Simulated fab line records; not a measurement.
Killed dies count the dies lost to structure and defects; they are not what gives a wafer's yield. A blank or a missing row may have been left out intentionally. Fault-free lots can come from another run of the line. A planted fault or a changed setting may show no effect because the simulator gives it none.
Lot-split experiment    flow n5-finfet    route with 1938 steps; 7 lots, 21 wafers read

THE SPLIT
At N5_BEOL_M10_TRENCH_ETCH_37 (etches SiCOH lowk in C4F6/O2, target depth 148.83 nm, time 48 s), the setting source-w was moved away from the recipe's 345 W on 7 of the 21 wafers read, by -6.8% to +11.3%. For the rest of the wafers, this setting stayed at what the recipe calls for.

FROM THE SPLIT TO THE READING: what the file shows between them, 2 steps
- N5_BEOL_M10_ETCH_41: etches SiCN in CH3F/O2, target depth 42.6 nm, time 86 s
- N5_BEOL_M10_STRIP_77: strips in N2/H2, time 10 s

THE READING
trench-depth-nm, in nm, at N5_BEOL_M10_OCD_MEAS_38. Fault-free wafers of this fab line usually give 148.2 nm, standard deviation 2.3 nm.

wafer   tool, chamber at the split  source-w as run, W  against the recipe  trench-depth-nm, nm  against lot-mates on the recipe
L075.4  rie-diel-04, 2              371.5               +7.7%               151.0                +6.6
L075.5  rie-diel-04, 0              345                 recipe              144.4                -
L075.6  rie-diel-04, 3              371.5               +7.7%               152.6                +8.2
L079.2  rie-diel-04, 1              345                 recipe              147.7                -
L079.3  rie-diel-04, 3              345                 recipe              151.3                -
L079.4  rie-diel-04, 2              345                 recipe              148.8                -
L083.3  rie-diel-03, 0              345                 recipe              150.6                -
L083.5  rie-diel-03, 0              345                 recipe              150.3                -
L083.6  rie-diel-03, 3              345                 recipe              152.8                -
L082.1  rie-diel-03, 0              384                 +11.3%              155.9                no lot-mate on the recipe
L082.3  rie-diel-03, 3              384                 +11.3%              157.7                no lot-mate on the recipe
L082.4  rie-diel-03, 1              384                 +11.3%              155.3                no lot-mate on the recipe
L086.1  rie-diel-04, 3              345                 recipe              148.1                -
L086.3  rie-diel-04, 2              345                 recipe              146.7                -
L086.5  rie-diel-04, 1              345                 recipe              145.3                -
L094.1  rie-diel-04, 3              345                 recipe              150.4                -
L094.4  rie-diel-04, 2              321.6               -6.8%               144.6                -5.8
L094.6  rie-diel-04, 2              321.6               -6.8%               141.5                -8.9
L092.1  rie-diel-03, 1              345                 recipe              150.6                -
L092.3  rie-diel-03, 3              345                 recipe              151.1                -
L092.4  rie-diel-03, 3              345                 recipe              152.1                -

THE FIT
A straight line over all 21 wafers: trench-depth-nm changes by +0.634 nm for each +1% of source-w; r = +0.82; the points scatter about the line by 2.4 nm.
The same after taking each lot's own level away (the mean of its wafers on the recipe; 18 wafers): +1.02 nm for each +1%; r = +0.95; scatter 1.2 nm.
The reading moves by 11 nm for the largest change in source-w, on that fit.
Across the lots, their own levels run from 144.40 to 151.27 nm, a range of 3.0 times the standard deviation given above.
Thus the slope moves with the lot-to-lot level: the two fits are different.
Check: for one of the wafers moved furthest among these (+7.7%), held out of the fit, the line's prediction against its lot-mates is +8.26 nm. It came out at +6.6 nm against them.

OTHER SPLITS ON THESE WAFERS
Other splits were also applied to these wafers ahead of the reading. Each is held against what the fit with the lots' levels taken away leaves over:
other split on the same wafers  wafers away from the commonest value  r with trench-depth-nm (lot level and that fit taken away)
N5_BEOL_M10_PEB_26 peb-time-s   8                                     -0.26

THE WHOLE CHAIN: every reading that the file lists as answering this split, in the file's order
step                        what it does                                                        reading                                                                        change (the file's fit)               r (the file's)
N5_BEOL_M10_TRENCH_ETCH_37  etches SiCOH lowk in C4F6/O2, target depth 148.83 nm, time 48 s     BEOL_M10.feature-depth-nm (the simulator's own value, which no gauge read)     +1.06 nm for each +1% of the setting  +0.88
N5_BEOL_M10_TRENCH_ETCH_37  etches SiCOH lowk in C4F6/O2, target depth 148.83 nm, time 48 s     etch.depth-nm (the simulator's own value, which no gauge read)                 +1.06 nm for each +1% of the setting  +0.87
N5_BEOL_M10_OCD_MEAS_38                                                                         trench-depth-nm                                                                +1.01 nm for each +1% of the setting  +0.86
N5_BEOL_M10_CMP_52          polishes, stops on SiCOH lowk, t overpolish 7 s, target thk 140 nm  Cu_of_BEOL_M10_ECD_50.thk-nm (the simulator's own value, which no gauge read)  +1.22 nm for each +1% of the setting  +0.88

FILE'S OWN FIT
trench-depth-nm changes by +1.01 nm for each +1% of source-w, r = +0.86.
